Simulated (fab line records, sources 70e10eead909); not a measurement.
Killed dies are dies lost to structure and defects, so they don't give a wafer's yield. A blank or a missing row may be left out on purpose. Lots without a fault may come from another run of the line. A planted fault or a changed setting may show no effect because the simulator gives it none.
Chamber matching | flow nand_harc | NHARC_THIN_TSV_ETCH_15 on rie_si-04: 4 sister chambers
The step target depth 3000 nm, bosch target overetch cycles 2, bosch etch step 2.8 s. 7 wafers are shown with their chamber, then 7 later ones without.

WAFERS WITH THEIR CHAMBER
wafer  | chamber | drypump_motor_current_A (A)
L076.3 | 0       | 6.0
L085.6 | 1       | 5.9
L089.1 | 3       | 6.4
L089.2 | 1       | 5.9
L089.4 | 2       | 6.4
L093.1 | 2       | 6.3
L093.2 | 3       | 6.3

WAFERS WITHOUT THEIR CHAMBER
wafer  | drypump_motor_current_A (A)
L093.3 | 6.0
L094.1 | 6.4
L094.2 | 6.3
L094.6 | 6.4
L097.3 | 6.4
L097.4 | 5.9
L097.6 | 6.4

WHICH CHAMBER EACH WENT THROUGH
wafer  | from the rows above     | in truth
L093.3 | can't be placed: 0 or 1 | 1
L094.1 | can't be placed: 2 or 3 | 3
L094.2 | can't be placed: 2 or 3 | 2
L094.6 | can't be placed: 2 or 3 | 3
L097.3 | can't be placed: 2 or 3 | 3
L097.4 | can't be placed: 1 or 0 | 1
L097.6 | can't be placed: 2 or 3 | 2
Placed correctly: 0 of 7. Can't be placed from these rows: 7 (the true chamber is among the candidates in 7). Placed wrongly: 0.
How it was worked out, from the rows above alone: a wafer's distance from a chamber is the root of the sum, over the readings, of the square of ((its reading less the chamber's mean) divided by the reading's scatter). The wafer belongs to the nearest chamber; if the next one is less than 2 further off, it can't be placed. A chamber's mean is the mean of its shown wafers. The scatter: the root of (the sum of the squares of (reading less its chamber's mean) over the shown wafers, divided by (wafers less chambers)).
